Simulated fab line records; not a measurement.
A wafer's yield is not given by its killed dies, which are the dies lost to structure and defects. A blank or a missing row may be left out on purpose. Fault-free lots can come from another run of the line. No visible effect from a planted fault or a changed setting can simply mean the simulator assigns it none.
Which tool did it? + flow n5 finfet + 9 lots with 26 wafers sampled at 5 steps, on a route of 1938 steps

== WHAT THE GAUGES SHOWED, per wafer ==
N5_BEOL_M3_OVL_MEAS_29. Usual: V2_OVL typically reads -0.6 nm, with standard deviation 0.63.
| lot  | measured     | on         | V2_OVL (nm)    | flag |
|------|--------------|------------|----------------|------|
| L590 | day 7 19:47  | overlay-02 | -1.3 -0.5 -0.8 |      |
| L589 | day 7 21:57  | overlay-02 | -0.3 -0.7 -0.4 |      |
| L592 | day 8 11:37  | overlay-02 | 0.0 -0.8 -0.7  |      |
| L596 | day 9 18:55  | overlay-02 | -0.8 -0.9 -1.2 |      |
| L597 | day 10 13:08 | overlay-01 | -0.7 -0.9 -1.7 |      |
| L603 | day 11 23:18 | overlay-01 | -0.7 0.6       |      |
| L606 | day 12 16:54 | overlay-02 | 0.4 0.0 -0.5   |      |
| L608 | day 13 08:34 | overlay-01 | -0.3 -0.2 0.3  |      |
| L609 | day 13 15:14 | overlay-01 | -0.7 -0.5 -1.5 |      |

N5_BEOL_M4_RC_MEAS_101. Usual: DIBL_N 36.1 mV/V, standard deviation 2.5; DIBL_P 36 mV/V, standard deviation 3.3; IOFF_N 0.16 nA/um, standard deviation 0.046; IOFF_P 0.20 nA/um, standard deviation 0.051; ION_N 676 uA/um, standard deviation 16; ION_P 462 uA/um, standard deviation 11; SS_N 71.6 mV/dec, standard deviation 0.87; SS_P 73.2 mV/dec, standard deviation 0.86; VT_N 251 mV, standard deviation 4.4; VT_P -252 mV, standard deviation 4.6.
| lot  | measured     | on        | DIBL_N (mV/V)  | DIBL_P (mV/V) | IOFF_N (nA/um) | IOFF_P (nA/um) | ION_N (uA/um) | ION_P (uA/um) | SS_N (mV/dec)  | SS_P (mV/dec)  | VT_N (mV)   | VT_P (mV)      | flag |
|------|--------------|-----------|----------------|---------------|----------------|----------------|---------------|---------------|----------------|----------------|-------------|----------------|------|
| L590 | day 9 10:52  | prober-02 | 34.5 41.0 35.1 | 35 42 36      | 0.13 0.25 0.14 | 0.17 0.30 0.18 | 677 694 675   | 463 463 465   | 71.4 72.8 71.4 | 72.9 75.3 73.1 | 250 243 250 | -253 -249 -255 |      |
| L589 | day 9 16:25  | prober-02 | 37.8 31.4 38.4 | 36 29 35      | 0.17 0.09 0.17 | 0.22 0.13 0.19 | 690 667 676   | 469 461 463   | 71.1 70.0 71.7 | 73.6 71.8 72.9 | 249 255 253 | -248 -257 -249 |      |
| L592 | day 10 11:51 | prober-01 | 30.8 40.7 33.8 | 30 41 34      | 0.09 0.24 0.12 | 0.15 0.31 0.19 | 661 677 672   | 461 462 464   | 69.9 73.5 71.3 | 72.2 75.1 72.9 | 257 246 254 | -253 -247 -251 |      |
| L596 | day 11 16:38 | prober-01 | 36.5 36.9 40.5 | 35 35 39      | 0.14 0.15 0.22 | 0.17 0.16 0.22 | 668 670 653   | 459 453 444   | 72.1 71.8 72.6 | 72.6 73.1 74.3 | 254 251 250 | -255 -254 -252 |      |
| L597 | day 12 02:23 | prober-02 | 36.7 36.9 33.7 | 35 36 34      | 0.16 0.16 0.12 | 0.22 0.22 0.19 | 694 689 669   | 474 472 471   | 71.3 72.2 71.1 | 73.3 73.1 72.6 | 246 250 254 | -247 -249 -251 |      |
| L603 | day 13 11:35 | prober-02 | 33.7 34.4      | 31 32         | 0.11 0.14      | 0.13 0.15      | 662 685       | 456 461       | 71.3 71.9      | 72.1 72.2      | 256 252     | -256 -253      |      |
| L606 | day 14 01:21 | prober-01 | 35.2 33.2 34.9 | 35 31 33      | 0.13 0.10 0.13 | 0.20 0.14 0.18 | 672 647 664   | 473 452 461   | 71.3 71.0 71.7 | 72.6 72.2 72.7 | 253 258 255 | -252 -257 -252 |      |
| L608 | day 14 23:05 | prober-02 | 38.2 38.2 37.5 | 38 39 38      | 0.19 0.19 0.18 | 0.24 0.26 0.24 | 660 679 692   | 462 471 474   | 72.5 72.5 71.3 | 73.5 74.0 73.4 | 248 249 246 | -243 -247 -245 |      |
| L609 | day 15 02:44 | prober-01 | 40.5 39.1 35.2 | 40 40 34      | 0.22 0.21 0.11 | 0.27 0.30 0.19 | 656 690 630   | 451 481 447   | 73.0 72.1 70.9 | 73.8 74.3 72.7 | 252 248 256 | -249 -245 -251 |      |

== WHAT TOOL EACH LOT RAN ON (gives the tool, then ch and the chambers of the sampled wafers, and finally the start) ==
| lot  | N5_BEOL_M3_ETCH_70                | N5_BEOL_M3_TRENCH_ETCH_37                     | N5_BEOL_M3_ETCH_41                            |
|------|-----------------------------------|-----------------------------------------------|-----------------------------------------------|
| L590 | rie diel-06 ch 0,1,2, day 8 19:41 | rie diel-06 ch 0,1,2, day 9 10:52 or earlier  | rie diel-06 ch 0,1,2, day 9 10:52 or earlier  |
| L589 | rie diel-06 ch 0,2,3, day 8 22:31 | rie diel-06 ch 0,2,3, day 9 16:25 or earlier  | rie diel-06 ch 0,2,3, day 9 16:25 or earlier  |
| L592 | rie diel-06 ch 0,2,3, day 9 06:47 | rie diel-06 ch 0,2,3, day 10 11:51 or earlier | rie diel-06 ch 0,2,3, day 10 11:51 or earlier |
| L596 | rie diel-06 ch 0,1, day 10 10:30  | rie diel-06 ch 0,1, day 11 16:38 or earlier   | rie diel-06 ch 0,1, day 11 16:38 or earlier   |
| L597 | rie diel-06 ch 0,3, day 10 20:24  | rie diel-06 ch 0,3, day 12 02:23 or earlier   | rie diel-06 ch 0,3, day 12 02:23 or earlier   |
| L603 | rie diel-06 ch 1,2, day 12 03:46  | rie diel-06 ch 1,2, day 13 11:35 or earlier   | rie diel-06 ch 1,2, day 13 11:35 or earlier   |
| L606 | rie diel-01 ch 0,1, day 13 03:34  | rie diel-01 ch 0,1, day 14 01:21 or earlier   | rie diel-01 ch 0,1, day 14 01:21 or earlier   |
| L608 | rie diel-04 ch 0,3, day 13 09:37  | rie diel-04 ch 0,3, day 14 23:05 or earlier   | rie diel-04 ch 0,3, day 14 23:05 or earlier   |
| L609 | rie diel-04 ch 1,3, day 13 17:13  | rie diel-04 ch 1,3, day 15 02:44 or earlier   | rie diel-04 ch 1,3, day 15 02:44 or earlier   |
- N5_BEOL_M3_ETCH_70: etches SOC in N2/H2, target depth 80 nm, overetch 16 nm, time 120 s.
- N5_BEOL_M3_TRENCH_ETCH_37: etches SiOC in C4F6/O2, target depth 55.555 nm, time 29.2 s.
- N5_BEOL_M3_ETCH_41: etches SiCN in CH3F/O2, target depth 29.9 nm, time 52.5 s.

== AS READ BY THE TOOLS THEMSELVES (means over the sampled wafers that have a number; for cases with no such wafer, the mark the record gives instead) ==
N5_BEOL_M3_ETCH_70. Usual: chamber pressure mTorr 30.002 mTorr, standard deviation 0.023; drypump motor current A 5.5 A, standard deviation 0.36; oes product au 0.62 a.u., standard deviation 0.062; rf vpp V 523.6 V, standard deviation 2; run length s 143.4 s, standard deviation 0.33; showerhead plenum p Torr 2.53 Torr, standard deviation 0.069; temp c 39.99 C, standard deviation 0.1; throttle valve pct 17.8 %, standard deviation 0.34.
| lot  | tool        | chamber pressure mTorr (mTorr) | drypump motor current A (A) | oes product au (a.u.) | rf vpp V (V) | run length s (s) | showerhead plenum p Torr (Torr) | temp c (C) | throttle valve pct (%) | flag |
|------|-------------|--------------------------------|-----------------------------|-----------------------|--------------|------------------|---------------------------------|------------|------------------------|------|
| L590 | rie diel-06 | 29.988                         | 5.5                         | 0.58                  | 522.8        | 143.2            | 2.49                            | 39.91      | 17.8                   |      |
| L589 | rie diel-06 | 29.996                         | 5.3                         | 0.59                  | 523.8        | 143.3            | 2.51                            | 39.89      | 17.9                   |      |
| L592 | rie diel-06 | 29.996                         | 5.2                         | 0.59                  | 523.5        | 143.3            | 2.51                            | 40.00      | 17.9                   |      |
| L596 | rie diel-06 | 30.006                         | 5.6                         | 0.52                  | 521.4        | 157.2            | 2.44                            | 39.96      | 18.1                   | OFF  |
| L597 | rie diel-06 | 29.986                         | 5.3                         | 0.50                  | 521.4        | 171.4            | 2.45                            | 39.98      | 18.2                   | OFF  |
| L603 | rie diel-06 | 29.997                         | 5.5                         | 0.62                  | 523.5        | 164.6            | 2.52                            | 39.88      | 17.3                   | OFF  |
| L606 | rie diel-01 | 30.046                         | 6.0                         | 0.60                  | 524.6        | 143.6            | 2.57                            | 40.05      | 17.7                   |      |
| L608 | rie diel-04 | 29.989                         | 5.2                         | 0.66                  | 523.5        | 143.8            | 2.54                            | 40.02      | 18.0                   |      |
| L609 | rie diel-04 | 30.002                         | 5.5                         | 0.67                  | 524.8        | 143.6            | 2.55                            | 39.96      | 17.8                   |      |

N5_BEOL_M3_TRENCH_ETCH_37. Usual: chamber pressure mTorr 30.002 mTorr, standard deviation 0.026; drypump motor current A 5.5 A, standard deviation 0.36; oes product au 0.81 a.u., standard deviation 0.089; rf vpp V 661 V, standard deviation 16; run length s 52.5 s, standard deviation 0.33; showerhead plenum p Torr 2.83 Torr, standard deviation 0.081; throttle valve pct 20.86 %, standard deviation 0.28.
| lot  | tool        | chamber pressure mTorr (mTorr) | drypump motor current A (A) | oes product au (a.u.) | rf vpp V (V) | run length s (s) | showerhead plenum p Torr (Torr) | throttle valve pct (%) | flag |
|------|-------------|--------------------------------|-----------------------------|-----------------------|--------------|------------------|---------------------------------|------------------------|------|
| L590 | rie diel-06 | 30.008                         | 5.5                         | 0.76                  | 660          | 52.3             | 2.80                            | 20.83                  |      |
| L589 | rie diel-06 | 30.025                         | 5.2                         | 0.77                  | 651          | 52.4             | 2.81                            | 20.87                  |      |
| L592 | rie diel-06 | 29.991                         | 5.2                         | 0.77                  | 651          | 52.3             | 2.81                            | 20.88                  |      |
| L596 | rie diel-06 | 30.029                         | 5.6                         | 0.71                  | 649          | 52.3             | 2.73                            | 21.07                  |      |
| L597 | rie diel-06 | 30.003                         | 5.3                         | 0.71                  | 639          | 52.4             | 2.74                            | 21.13                  |      |
| L603 | rie diel-06 | 29.979                         | 5.6                         | 0.88                  | 670          | 52.5             | 2.83                            | 20.44                  |      |
| L606 | rie diel-01 | 29.991                         | 5.9                         | 0.77                  | 673          | 52.9             | 2.90                            | 20.82                  |      |
| L608 | rie diel-04 | 30.019                         | 5.2                         | 0.87                  | 654          | 52.6             | 2.83                            | 20.92                  |      |
| L609 | rie diel-04 | 29.993                         | 5.5                         | 0.89                  | 661          | 52.8             | 2.86                            | 20.91                  |      |

N5_BEOL_M3_ETCH_41. Usual: chamber pressure mTorr 29.999 mTorr, standard deviation 0.026; drypump motor current A 5.5 A, standard deviation 0.36; oes product au 0.81 a.u., standard deviation 0.089; rf vpp V 297.1 V, standard deviation 1.3; run length s 75.8 s, standard deviation 0.32; showerhead plenum p Torr 1.99 Torr, standard deviation 0.059; throttle valve pct 16.31 %, standard deviation 0.26.
| lot  | tool        | chamber pressure mTorr (mTorr) | drypump motor current A (A) | oes product au (a.u.) | rf vpp V (V) | run length s (s) | showerhead plenum p Torr (Torr) | throttle valve pct (%) | flag |
|------|-------------|--------------------------------|-----------------------------|-----------------------|--------------|------------------|---------------------------------|------------------------|------|
| L590 | rie diel-06 | 30.000                         | 5.5                         | 0.75                  | 296.2        | 75.7             | 1.97                            | 16.32                  |      |
| L589 | rie diel-06 | 29.998                         | 5.2                         | 0.76                  | 296.6        | 75.7             | 1.97                            | 16.35                  |      |
| L592 | rie diel-06 | 29.997                         | 5.2                         | 0.76                  | 296.9        | 75.6             | 1.97                            | 16.37                  |      |
| L596 | rie diel-06 | 29.981                         | 5.6                         | 0.71                  | 295.3        | 75.5             | 1.92                            | 16.57                  |      |
| L597 | rie diel-06 | 30.003                         | 5.3                         | 0.72                  | 295.9        | 75.6             | 1.92                            | 16.63                  |      |
| L603 | rie diel-06 | 29.960                         | 5.5                         | 0.89                  | 296.3        | 75.8             | 1.99                            | 15.91                  |      |
| L606 | rie diel-01 | 30.026                         | 6.0                         | 0.77                  | 297.7        | 76.1             | 2.04                            | 16.26                  |      |
| L608 | rie diel-04 | 29.982                         | 5.2                         | 0.87                  | 297.3        | 76.1             | 1.99                            | 16.31                  |      |
| L609 | rie diel-04 | 30.008                         | 5.5                         | 0.89                  | 297.0        | 76.0             | 2.01                            | 16.33                  |      |

== THE ANSWER, worked out from the rows above alone ==
Rule: a lot is off if the mean of its wafers that have a number lies more than 3 standard deviations from the usual mean. A lot without any number at a reading at which 4 lots or more have one is off too. The other lots that the step has rows for count as sound. After the gauges, taken in route order, come the tools' own readings; for these a lot's mean is taken, as printed above. The first step at which some lot is off is used, and at that step the reading that is off furthest; a lot without a number counts as furthest.
Off: L596, L597, L603 (N5_BEOL_M3_ETCH_70, run length s).
If a tool, at that step or one of the process steps before it, ran each lot that is off and ran no sound lot following the first of them, it fits. One fits: rie diel-06 at N5_BEOL_M3_ETCH_70. A fault onset in the window from L592 (day 9 06:47, its last sound lot) to L596 (day 10 10:30, its first lot off) fits.
The tool's own readings at N5_BEOL_M3_ETCH_70 bear it out: on the lots that are off they differ by more than 5 times the standard deviation of the sound lots' means. run length s reads 164.4 s there against 143.5 s on the sound lots.

== WHAT HAD BEEN PUT IN BY THE SIMULATOR ==
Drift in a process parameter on rie diel-06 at N5_BEOL_M3_ETCH_70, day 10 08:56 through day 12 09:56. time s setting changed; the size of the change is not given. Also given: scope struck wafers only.
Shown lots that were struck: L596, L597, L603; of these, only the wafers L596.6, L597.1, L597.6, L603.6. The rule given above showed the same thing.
